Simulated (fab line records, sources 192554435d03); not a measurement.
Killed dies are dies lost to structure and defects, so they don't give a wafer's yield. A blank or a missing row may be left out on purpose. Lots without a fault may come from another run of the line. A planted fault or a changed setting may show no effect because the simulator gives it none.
fab line records	flow n5Finfet
record: lots: 11	wafers: 33	lastDay: 17
route steps=1938 shown BEOL_M13@1704 BEOL_M14@1722 PASSIVATION@1936
lots untouched by any fault: they come from a run of this same line in which no faults occurred
startH: start of the lot's first displayed wafer, in hours after the record's first day	waitH: how many hours have passed since the lot's step before this one	" repeats the value in the row above	L1.1+2: a row that stands for several wafers	- no value present, or no start provided	* or withheld: withheld	< > ~ a bound
route shown NAME@n: a module of which the file shows steps, and the number in the route of the first	usual: mean/standard deviation taken from wafers without a fault	same: alike in all rows	chamber/n: place in a boat	sites: per-site readings	_std_site: the standard deviation of these	_edge_site: inner sites' mean taken away from outer sites' mean	radiusMm: for every site, how far away it sits from the centre of the wafer	mask NAME#n: copy n	behind: tool/chamber where the wafer was last shaped	hold: reason for holding the lot/hours on hold/outcome of the hold	device: which transistor (n, p or np) failed to switch	end of line: tests of these same wafers at the route's end	a step with no rows: only its recipe	killed: not the wafer's yield, but the dies lost to structure and defects at the first sort	map: dies across one wafer; x = killed, . = not, _ = none there
set.NAME: the setting as run; set.NAME@STEP: as run at that earlier step	model.NAME: the simulator's own value behind a step, which no gauge read
a sample of lots followed through the steps of the route, with each step as a table and each wafer as a row
services: from which hour (startH, from the record's first day; less than 0 if before it) a tool's chamber was out of use, for how many hours, and why
== steps ==
step: N5_BEOL_M13_PRE_CLEAN_42
recipe: gas: H2/He	timeS: 30	tempC: 250
usual: heaterPowerW: 333/29
lot.wafer	tool	chamber	startH	waitH	heaterPowerW
L454.1	pvdSputter-01	-	256.00	0.0	357
L454.4	"	-	"	"	320
L454.5	"	-	"	"	352
L457.2	pvdSputter-03	-	290.15	0.0	361
L457.3	"	-	"	"	333
L457.6	"	-	"	"	278
L460.3	pvdSputter-01	-	293.02	0.0	351
L460.5	"	-	"	"	356
L460.6	"	-	"	"	326
L459.1	pvdSputter-03	-	296.56	0.0	340
L459.3	"	-	"	"	349
L459.6	"	-	"	"	347
L461.1	pvdSputter-01	-	306.42	0.0	322
L461.2	"	-	"	"	324
L461.6	"	-	"	"	360
L463.1	pvdSputter-02	-	309.86	0.0	417
L463.3	"	-	"	"	364
L463.6	"	-	"	"	412
L462.1	pvdSputter-01	-	315.04	0.0	320
L462.4	"	-	"	"	329
L462.5	"	-	"	"	321
L469.1	pvdSputter-03	-	350.80	0.0	349
L469.2	"	-	"	"	274
L469.4	"	-	"	"	361
L470.1	pvdSputter-03	-	352.62	0.0	361
L470.2	"	-	"	"	271
L470.3	"	-	"	"	346
L473.2	pvdSputter-03	-	369.43	0.0	335
L473.3	"	-	"	"	350
L473.6	"	-	"	"	344
L474.1	pvdSputter-01	-	382.56	0.0	321
L474.3	"	-	"	"	324
L474.4	"	-	"	"	313
step: N5_BEOL_M13_DEP_53
recipe: material: SiCN	targetThkA: 500	tempC: withheld	precursor: 3MS/NH3	pressureTorr: 3	rfW: 675	timeS: 17.8
usual: showerheadPlenumPTorr: 4.160/0.022	throttleValvePct: 17.8/0.51
lot.wafer	tool	chamber	startH	waitH	showerheadPlenumPTorr	throttleValvePct
L454.1	pecvd-03	1	257.14	0.0	4.158	17.5
L454.4	"	0	"	"	4.192	18.6
L454.5	"	1	"	"	4.155	17.5
L457.2	pecvd-01	1	291.59	0.0	4.185	17.9
L457.3	"	0	"	"	4.154	18.6
L457.6	"	1	"	"	4.178	18.2
L460.3	pecvd-01	0	294.16	0.0	4.140	18.6
L460.5	"	1	"	"	4.191	17.6
L460.6	"	0	"	"	4.156	18.5
L459.1	pecvd-03	1	297.70	0.0	4.170	17.8
L459.3	"	2	"	"	4.144	17.2
L459.6	"	2	"	"	4.134	17.0
L461.1	pecvd-04	0	307.55	0.0	4.153	17.7
L461.2	"	1	"	"	4.176	17.4
L461.6	"	2	"	"	4.115	16.9
L463.1	pecvd-03	2	311.31	0.0	4.139	17.3
L463.3	"	0	"	"	4.191	18.6
L463.6	"	0	"	"	4.197	18.7
L462.1	pecvd-01	2	316.18	0.0	4.137	17.9
L462.4	"	0	"	"	4.160	18.7
L462.5	"	2	"	"	4.141	17.8
L469.1	pecvd-01	1	351.93	0.0	4.184	17.5
L469.2	"	2	"	"	4.138	18.0
L469.4	"	1	"	"	4.185	17.7
L470.1	pecvd-04	1	354.59	0.0	4.176	17.1
L470.2	"	0	"	"	4.177	17.8
L470.3	"	2	"	"	4.130	17.1
L473.2	pecvd-01	1	370.67	0.0	4.178	18.0
L473.3	"	2	"	"	4.138	17.7
L473.6	"	0	"	"	4.157	18.5
L474.1	pecvd-04	1	383.69	0.0	4.170	17.1
L474.3	"	2	"	"	4.121	17.0
L474.4	"	2	"	"	4.125	17.3
step: N5_BEOL_M14_EXPOSE_07
recipe: maskId: V13	na: 0.8	sourceShape: annular	sigmaInner: 0.5	sigmaOuter: 0.8	polarization: unpolarized	attpsmPhaseDeg: 180	doseMj: 57
usual: exposureDoseMJCm2: 56.98/0.064
lot.wafer	tool	chamber	startH	waitH	mask	exposureDoseMJCm2
L454.1	krfScanner-01	0	257.59	-	V13#0	57.00
L454.4	"	0	"	"	V13#0	56.99
L454.5	"	0	"	"	V13#0	57.03
L457.2	krfScanner-02	0	292.17	-	V13#0	56.98
L457.3	"	0	"	"	V13#0	56.93
L457.6	"	0	"	"	V13#0	57.00
L460.3	krfScanner-02	0	294.62	-	V13#0	57.04
L460.5	"	0	"	"	V13#0	57.08
L460.6	"	0	"	"	V13#0	57.05
L459.1	krfScanner-01	0	298.27	-	V13#0	56.95
L459.3	"	0	"	"	V13#0	57.03
L459.6	"	0	"	"	V13#0	57.05
L461.1	krfScanner-01	0	308.16	-	V13#0	56.96
L461.2	"	0	"	"	V13#0	56.93
L461.6	"	0	"	"	V13#0	56.88
L463.1	krfScanner-01	0	311.76	-	V13#0	56.96
L463.3	"	0	"	"	V13#0	56.87
L463.6	"	0	"	"	V13#0	56.93
L462.1	krfScanner-01	0	316.63	-	V13#0	56.97
L462.4	"	0	"	"	V13#0	57.03
L462.5	"	0	"	"	V13#0	57.01
L469.1	krfScanner-01	0	352.51	-	V13#0	55.79
L469.2	"	0	"	"	V13#0	55.93
L469.4	"	0	"	"	V13#0	55.81
L470.1	krfScanner-01	0	355.04	-	V13#0	56.09
L470.2	"	0	"	"	V13#0	56.09
L470.3	"	0	"	"	V13#0	56.05
L473.2	krfScanner-02	0	371.25	-	V13#0	57.06
L473.3	"	0	"	"	V13#0	57.04
L473.6	"	0	"	"	V13#0	57.12
L474.1	krfScanner-02	0	384.16	-	V13#0	57.01
L474.3	"	0	"	"	V13#0	56.97
L474.4	"	0	"	"	V13#0	56.98
step: N5_BEOL_M14_ETCH_59
recipe: chemistry: N2/H2	target: BARC	targetDepthA: 890	overetchA: 267	timeS: 67.9	ionEnergyEv: 200	pressureMtorr: 30	sourceW: 840	biasW: 150	n2FlowSccm: 200	h2FlowSccm: 200
usual: drypumpMotorCurrentA: 5.8/0.52	oesProductAu: 0.67/0.062	rfVppV: 523.5/2.2	showerheadPlenumPTorr: 2.53/0.068	throttleValvePct: 17.90/0.26
lot.wafer	tool	chamber	startH	waitH	drypumpMotorCurrentA	oesProductAu	rfHoursCounterH	rfVppV	showerheadPlenumPTorr	throttleValvePct
L454.1	rieDiel-04	1	257.89	0.0	6.0	0.60	245	522.7	2.51	18.40
L454.4	"	2	"	"	6.1	0.70	75	521.8	2.47	17.61
L454.5	"	0	"	"	6.8	0.60	-	518.8	2.39	18.18
L457.2	rieDiel-02	3	292.66	0.0	5.0	0.60	222	523.5	2.52	18.45
L457.3	"	1	"	"	6.6	0.59	208	522.2	2.52	18.29
L457.6	"	0	"	"	5.6	0.75	-	526.7	2.61	17.90
L460.3	rieDiel-02	3	294.91	0.0	5.0	0.59	223	522.7	2.52	18.46
L460.5	"	1	"	"	6.5	0.58	-	522.1	2.52	18.30
L460.6	"	2	"	"	5.9	0.61	-	525.8	2.62	17.89
L459.1	rieDiel-01	3	298.57	0.0	6.3	0.66	98	524.7	2.58	17.60
L459.3	"	0	"	"	5.3	0.70	85	524.0	2.54	17.65
L459.6	"	3	"	"	6.2	0.66	-	524.9	2.57	17.57
L461.1	rieDiel-01	1	308.45	0.0	5.4	0.66	111	523.1	2.56	17.72
L461.2	"	0	"	"	5.3	0.69	88	525.1	2.54	17.66
L461.6	"	2	"	"	5.2	0.64	-	521.5	2.45	17.88
L463.1	rieDiel-01	0	312.06	0.0	5.3	0.70	89	524.9	2.54	17.66
L463.3	"	3	"	"	6.2	0.65	103	524.0	2.57	17.57
L463.6	"	2	"	"	5.1	0.64	-	522.0	2.45	17.90
L462.1	rieDiel-04	2	316.92	0.0	6.2	0.68	100	520.8	2.46	17.65
L462.4	"	1	"	"	6.1	0.82	11	522.7	2.50	18.00
L462.5	"	2	"	"	6.1	0.69	-	521.6	2.46	17.64
L469.1	rieDiel-02	3	352.81	0.0	5.0	0.59	242	523.6	2.51	18.49
L469.2	"	1	"	"	6.6	0.58	229	522.6	2.51	18.33
L469.4	"	0	"	"	5.6	0.72	42	524.1	2.60	17.93
L470.1	rieDiel-01	2	355.34	0.0	5.1	0.63	152	521.5	2.44	17.90
L470.2	"	1	"	"	5.4	0.65	129	523.6	2.56	17.77
L470.3	"	3	"	"	6.2	0.64	118	524.3	2.57	17.61
L473.2	rieDiel-02	1	371.55	0.0	6.6	0.58	235	523.8	2.51	18.34
L473.3	"	3	"	"	5.1	0.58	249	523.2	2.51	18.49
L473.6	"	3	"	"	5.0	0.58	-	522.9	2.51	18.50
L474.1	rieDiel-01	2	384.46	0.0	5.1	0.62	163	519.9	2.44	17.94
L474.3	"	0	"	"	5.3	0.68	115	523.8	2.53	17.70
L474.4	"	3	"	"	6.3	0.63	130	524.4	2.56	17.62
step: N5_PASSIVATION_PROBE_49
usual: defectLimitedYield: 91.3/1.4	killed_at_M0_to_M3: 36/11	killed_at_M4_up: 13/5.2	killedAtContacts: 13/6.5	killedAtFrontEnd: 37/11	killedAtOther: 3.6/2.9	killedDies: 103/17	killedOpen: 68/12	killedShort: 33/7.3	sort_bin_4_leakage: 0.01/0.039	sort_bin_5_function: 5.2/0.91	sort_bin_6_memory: 3.2/0.67	sort_bin_8_speed: 0.00/0.0099	sortNPass: 1077/17	sortYieldPct: 91.3/1.4
same: grossDies: 1180	killedAtBackSide: 0
lot.wafer	tool	chamber	startH	waitH	defectLimitedYield[%]	killed_at_M0_to_M3	killed_at_M4_up	killedAtContacts	killedAtFrontEnd	killedAtOther	killedDies	killedOpen	killedShort	sort_bin_4_leakage[%]	sort_bin_5_function[%]	sort_bin_6_memory[%]	sort_bin_8_speed[%]	sortNPass	sortYieldPct[%]
L457.2	prober-01	-	320.36	0.1	92.2	37	14	2	38	1	92	62	30	0	4.7	2.7	0	1088	92.2
L457.3	prober-01	-	320.41	0.1	91.2	42	16	7	34	5	104	74	29	0	5.3	3.3	0	1076	91.2
L457.6	prober-01	-	320.56	0.3	91.2	44	10	17	25	8	104	78	26	0	5.0	3.6	0	1076	91.2
L460.3	prober-01	-	322.49	0.2	92.9	26	15	5	37	1	84	63	21	0	3.9	3.1	0	1096	92.9
L460.5	prober-01	-	322.59	0.3	93.3	31	12	13	23	0	79	55	24	0	4.1	2.5	0	1101	93.3
L460.6	prober-01	-	322.64	0.4	94.5	30	1	6	27	1	65	40	25	0	3.2	2.2	0	1115	94.5
L459.1	prober-01	-	323.32	0.0	93.7	27	11	10	20	6	74	50	24	0	3.6	2.5	0	1106	93.7
L459.3	prober-01	-	323.42	0.1	90.1	33	17	14	50	3	117	83	33	0	6.1	3.6	0	1063	90.1
L459.6	prober-01	-	323.57	0.3	92.1	20	11	16	46	0	93	55	37	0	5.0	2.5	0	1087	92.1
L461.1	prober-01	-	332.93	0.0	89.7	58	7	11	37	9	122	77	44	0	6.4	3.6	0	1058	89.7
L461.2	prober-01	-	332.98	0.1	90.2	35	12	11	55	3	116	79	37	0	5.8	3.7	0	1064	90.2
L461.6	prober-01	-	333.18	0.3	89.4	44	6	26	41	8	125	75	50	0.08	6.6	3.9	0	1054	89.3
L462.1	prober-01	-	341.32	0.0	87.3	47	7	12	81	3	150	99	51	0	7.5	5.1	0	1030	87.3
L462.4	prober-01	-	341.47	0.2	89.6	38	21	5	56	3	123	77	45	0	6.2	3.9	0	1057	89.6
L462.5	prober-01	-	341.52	0.2	90.4	46	16	4	36	11	113	75	38	0	5.8	3.5	0	1067	90.4
L469.1	prober-01	-	378.28	0.0	94.8	20	5	4	29	3	61	43	17	0	3.2	1.9	0	1119	94.8
L469.2	prober-01	-	378.33	0.1	91.9	31	13	7	40	5	96	63	31	0	5.2	2.7	0.08	1084	91.9
L469.4	prober-01	-	378.43	0.2	91.6	29	17	13	34	6	99	67	32	0	5.1	3.2	0	1081	91.6
L470.1	prober-01	-	383.78	0.0	93.1	23	7	19	32	1	82	58	24	0	3.9	2.9	0	1098	93.1
L470.2	prober-01	-	383.83	0.1	89.9	38	7	33	37	4	119	81	32	0	6.2	3.1	0	1061	89.9
L470.3	prober-01	-	383.88	0.1	92.8	20	13	17	35	0	85	60	25	0	4.4	2.5	0	1095	92.8
L474.1	prober-01	-	409.90	0.0	87.7	70	10	13	48	4	145	93	52	0	6.7	4.8	0	1035	87.7
L474.3	prober-01	-	410.00	0.1	92.5	40	14	3	24	8	89	61	28	0	4.7	2.6	0	1091	92.5
L474.4	prober-01	-	410.05	0.2	91.9	35	15	13	25	7	95	66	29	0	4.4	3.4	0	1085	91.9
killed by level:class
L457.2 FIN_SAQP:geometricParticle:short=10 BEOL_M0_SAQP:geometricParticle:open=9 BEOL_M2:geometricParticle:open=8 BEOL_M3:geometricParticle:open=8 FIN_SAQP:geometricParticle:open=6 STI_FIN_REVEAL:geometricParticle:open=6 BEOL_M5:geometricParticle:open=5 DUMMY_GATE:geometricParticle:open=4
L457.3 BEOL_M0_SAQP:geometricParticle:open=15 FIN_SAQP:geometricParticle:open=8 BEOL_M3:geometricParticle:open=8 MOL_CONTACT_COAG:geometricParticle:open=7 BEOL_M1:geometricParticle:open=7 FIN_SAQP:geometricParticle:short=6 BEOL_M0_SAQP:geometricParticle:short=6 STI_FIN_REVEAL:geometricParticle:open=5
L457.6 BEOL_M2:geometricParticle:open=16 MOL_CONTACT_COAG:geometricParticle:open=15 BEOL_M3:geometricParticle:open=9 STI_FIN_REVEAL:geometricParticle:open=8 BEOL_M4:geometricParticle:open=6 BEOL_M0_SAQP:geometricParticle:short=5 FIN_SAQP:geometricParticle:short=4 PASS1_CAP:geometricParticle:open=4
L460.3 DUMMY_GATE:geometricParticle:open=9 BEOL_M1:geometricParticle:open=9 FIN_SAQP:geometricParticle:open=8 BEOL_M0_SAQP:geometricParticle:open=8 MOL_CONTACT_COAG:geometricParticle:open=5 BEOL_M5:geometricParticle:open=5 FIN_SAQP:geometricParticle:short=4 BEOL_M4:geometricParticle:open=4
L460.5 MOL_CONTACT_COAG:geometricParticle:open=10 FIN_SAQP:geometricParticle:open=9 BEOL_M0_SAQP:geometricParticle:open=9 BEOL_M0_SAQP:geometricParticle:short=8 BEOL_M4:geometricParticle:open=8 BEOL_M2:geometricParticle:open=4 BEOL_M1:geometricParticle:open=4 GATE_CUT:geometricParticle:open=3
L460.6 BEOL_M0_SAQP:geometricParticle:short=11 FIN_SAQP:geometricParticle:open=10 BEOL_M1:geometricParticle:open=7 MOL_CONTACT_COAG:geometricParticle:open=5 BEOL_M3:geometricParticle:open=4 STARTING-WAFER:geometricParticle:open=4 FIN_SAQP:geometricParticle:short=3 BEOL_M2:geometricParticle:open=3
L459.1 FIN_SAQP:geometricParticle:open=8 BEOL_M0_SAQP:geometricParticle:short=8 MOL_CONTACT_COAG:geometricParticle:open=6 BEOL_M3:geometricParticle:open=6 BEOL_M0_SAQP:geometricParticle:open=5 MOL_CONTACT_COAG:geometricParticle:short=4 BEOL_M2:geometricParticle:open=4 FIN_SAQP:geometricParticle:short=3
L459.3 FIN_SAQP:geometricParticle:open=23 MOL_CONTACT_COAG:geometricParticle:open=13 BEOL_M3:geometricParticle:open=11 BEOL_M2:geometricParticle:open=8 BEOL_M0_SAQP:geometricParticle:short=7 DUMMY_GATE:geometricParticle:open=5 FIN_SAQP:geometricParticle:short=5 BEOL_M4:geometricParticle:short=5
L459.6 FIN_SAQP:geometricParticle:open=18 MOL_CONTACT_COAG:geometricParticle:open=13 FIN_SAQP:geometricParticle:short=9 BEOL_M0_SAQP:geometricParticle:short=6 BEOL_M4:geometricParticle:open=4 STARTING-WAFER:geometricParticle:short=4 FIN_CUT:geometricParticle:short=3 BEOL_M3:geometricParticle:open=3
L461.1 BEOL_M0_SAQP:geometricParticle:open=15 BEOL_M0_SAQP:geometricParticle:short=13 GATE_CUT:geometricParticle:short=10 MOL_CONTACT_COAG:geometricParticle:open=9 BEOL_M2:geometricParticle:open=8 FIN_SAQP:geometricParticle:open=7 BEOL_M3:geometricParticle:open=7 STI_FIN_REVEAL:geometricParticle:open=5
L461.2 STI_FIN_REVEAL:geometricParticle:open=14 MOL_CONTACT_COAG:geometricParticle:open=10 BEOL_M2:geometricParticle:open=9 BEOL_M0_SAQP:geometricParticle:open=8 FIN_SAQP:geometricParticle:short=7 FIN_SAQP:geometricParticle:open=7 STI_FIN_REVEAL:geometricParticle:short=5 BEOL_M5:geometricParticle:open=5
L461.6 MOL_CONTACT_COAG:geometricParticle:open=18 BEOL_M0_SAQP:geometricParticle:short=12 FIN_SAQP:geometricParticle:short=9 BEOL_M0_SAQP:geometricParticle:open=9 FIN_SAQP:geometricParticle:open=8 MOL_CONTACT_COAG:geometricParticle:short=8 STI_FIN_REVEAL:geometricParticle:open=6 BEOL_M1:geometricParticle:open=6
L462.1 STI_FIN_REVEAL:geometricParticle:open=37 FIN_SAQP:geometricParticle:open=13 BEOL_M0_SAQP:geometricParticle:short=12 BEOL_M0_SAQP:geometricParticle:open=10 BEOL_M2:geometricParticle:open=10 MOL_CONTACT_COAG:geometricParticle:open=9 GATE_CUT:geometricParticle:short=8 STI_FIN_REVEAL:geometricParticle:short=7
L462.4 FIN_SAQP:geometricParticle:short=13 STI_FIN_REVEAL:geometricParticle:open=13 FIN_SAQP:geometricParticle:open=12 BEOL_M4:geometricParticle:open=10 BEOL_M2:geometricParticle:open=9 BEOL_M0_SAQP:geometricParticle:short=8 BEOL_M0_SAQP:geometricParticle:open=7 BEOL_M1:geometricParticle:short=6
L462.5 BEOL_M2:geometricParticle:open=16 STI_FIN_REVEAL:geometricParticle:open=13 FIN_SAQP:geometricParticle:short=7 BEOL_M4:geometricParticle:open=7 BEOL_M2:geometricParticle:short=6 BEOL_M3:geometricParticle:open=6 FIN_SAQP:geometricParticle:open=5 BEOL_M0_SAQP:geometricParticle:open=5
L469.1 BEOL_M1:geometricParticle:open=8 FIN_SAQP:geometricParticle:open=6 STI_FIN_REVEAL:geometricParticle:open=5 DUMMY_GATE:geometricParticle:open=5 BEOL_M0_SAQP:geometricParticle:open=4 FIN_SAQP:geometricParticle:short=3 BEOL_M1:geometricParticle:short=3 BEOL_M3:geometricParticle:open=3
L469.2 BEOL_M0_SAQP:geometricParticle:open=11 STI_FIN_REVEAL:geometricParticle:open=8 MOL_CONTACT_COAG:geometricParticle:open=7 BEOL_M1:geometricParticle:open=7 DUMMY_GATE:geometricParticle:open=6 GATE_CUT:geometricParticle:short=5 BEOL_M0_SAQP:geometricParticle:short=5 FIN_SAQP:geometricParticle:open=4
L469.4 MOL_CONTACT_COAG:geometricParticle:open=11 BEOL_M1:geometricParticle:open=9 BEOL_M3:geometricParticle:open=8 GATE_CUT:geometricParticle:short=7 BEOL_M4:geometricParticle:open=7 STI_FIN_REVEAL:geometricParticle:open=6 BEOL_M0_SAQP:geometricParticle:open=6 FIN_SAQP:geometricParticle:short=5
L470.1 MOL_CONTACT_COAG:geometricParticle:open=17 STI_FIN_REVEAL:geometricParticle:open=8 BEOL_M0_SAQP:geometricParticle:open=6 DUMMY_GATE:geometricParticle:open=5 BEOL_M0_SAQP:geometricParticle:short=4 BEOL_M1:geometricParticle:open=4 FIN_SAQP:geometricParticle:short=3 FIN_SAQP:geometricParticle:open=3
L470.2 MOL_CONTACT_COAG:geometricParticle:open=26 BEOL_M1:geometricParticle:open=11 BEOL_M0_SAQP:geometricParticle:open=9 MOL_CONTACT_COAG:geometricParticle:short=7 BEOL_M0_SAQP:geometricParticle:short=7 STI_FIN_REVEAL:geometricParticle:open=6 HKMG_FIN:areaEtch=6 DUMMY_GATE:geometricParticle:open=5
L470.3 MOL_CONTACT_COAG:geometricParticle:open=14 BEOL_M0_SAQP:geometricParticle:short=7 FIN_SAQP:geometricParticle:open=6 STI_FIN_REVEAL:geometricParticle:open=6 BEOL_M8:geometricParticle:open=5 DUMMY_GATE:geometricParticle:open=4 BEOL_M0_SAQP:geometricParticle:open=4 BEOL_M5:geometricParticle:open=4
L474.1 BEOL_M0_SAQP:geometricParticle:open=26 BEOL_M0_SAQP:geometricParticle:short=16 FIN_SAQP:geometricParticle:open=11 FIN_SAQP:geometricParticle:short=9 MOL_CONTACT_COAG:geometricParticle:open=9 BEOL_M3:geometricParticle:open=9 STI_FIN_REVEAL:geometricParticle:open=6 BEOL_M2:geometricParticle:open=6
L474.3 BEOL_M0_SAQP:geometricParticle:open=13 BEOL_M3:geometricParticle:open=11 BEOL_M0_SAQP:geometricParticle:short=7 BEOL_M1:geometricParticle:open=6 FIN_SAQP:geometricParticle:open=5 BEOL_M4:geometricParticle:open=5 FIN_SAQP:geometricParticle:short=4 GATE_CUT:geometricParticle:short=4
L474.4 MOL_CONTACT_COAG:geometricParticle:open=11 BEOL_M3:geometricParticle:open=10 BEOL_M0_SAQP:geometricParticle:short=8 BEOL_M0_SAQP:geometricParticle:open=7 BEOL_M4:geometricParticle:open=7 STI_FIN_REVEAL:geometricParticle:open=6 FIN_SAQP:geometricParticle:short=5 FIN_SAQP:geometricParticle:open=4
== services ==
tool	chamber	startH	hours	kind
pecvd-01	2	232.52	6.1	repair
krfScanner-01	-	234.47	1.3	pm
krfScanner-02	-	235.80	0.8	pm
krfScanner-02	-	238.43	6.0	pm
krfScanner-02	-	254.91	1.3	pm
pecvd-01	-	261.97	1.2	repair
krfScanner-01	-	263.26	0.8	pm
krfScanner-02	-	263.46	1.1	repair
rieDiel-02	0	269.78	9.7	repair
rieDiel-01	-	271.78	1.1	repair
pecvd-04	1	274.60	19.2	repair
krfScanner-01	-	281.18	1.0	pm
krfScanner-01	-	289.88	4.0	pm
rieDiel-02	-	301.01	2.8	pm
krfScanner-02	-	304.68	12.1	repair
pvdSputter-01	-	306.96	5.3	repair
pecvd-04	-	312.91	0.8	repair
pecvd-03	1	341.80	5.4	repair
krfScanner-02	-	342.81	0.6	repair
pvdSputter-01	-	347.23	7.8	repair
krfScanner-01	-	350.69	0.3	repair
krfScanner-02	-	361.06	1.0	pm
pvdSputter-01	-	365.53	1.5	repair
rieDiel-02	1	377.66	3.6	repair
== key ==
firstSign: step: N5_BEOL_M14_EXPOSE_07	reading: exposureDoseMJCm2	direction: down	sigmas: 16	usual: 56.98	struck: 55.96
effect none on later readings
metAt N5_BEOL_M14_EXPOSE_07
struckLots L469,L470
loopTrim: step: N5_BEOL_M14_EXPOSE_07	setting: dose	lots: L470
notActingAt N5_BEOL_M13_PRE_CLEAN_42,N5_BEOL_M13_DEP_53,N5_BEOL_M14_ETCH_59
onsetBetween 316.63 352.51
fault: kind: processParameterDrift	tool: krfScanner-01	chamber: -	onsetH: 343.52	steps: N5_BEOL_M14_EXPOSE_07	channel: doseMj	offset: -1.113	shape: step	actsIn: theseRecipesOnly	stated: 57
loopTrim: a control loop set the setting to another value than it would have without faults
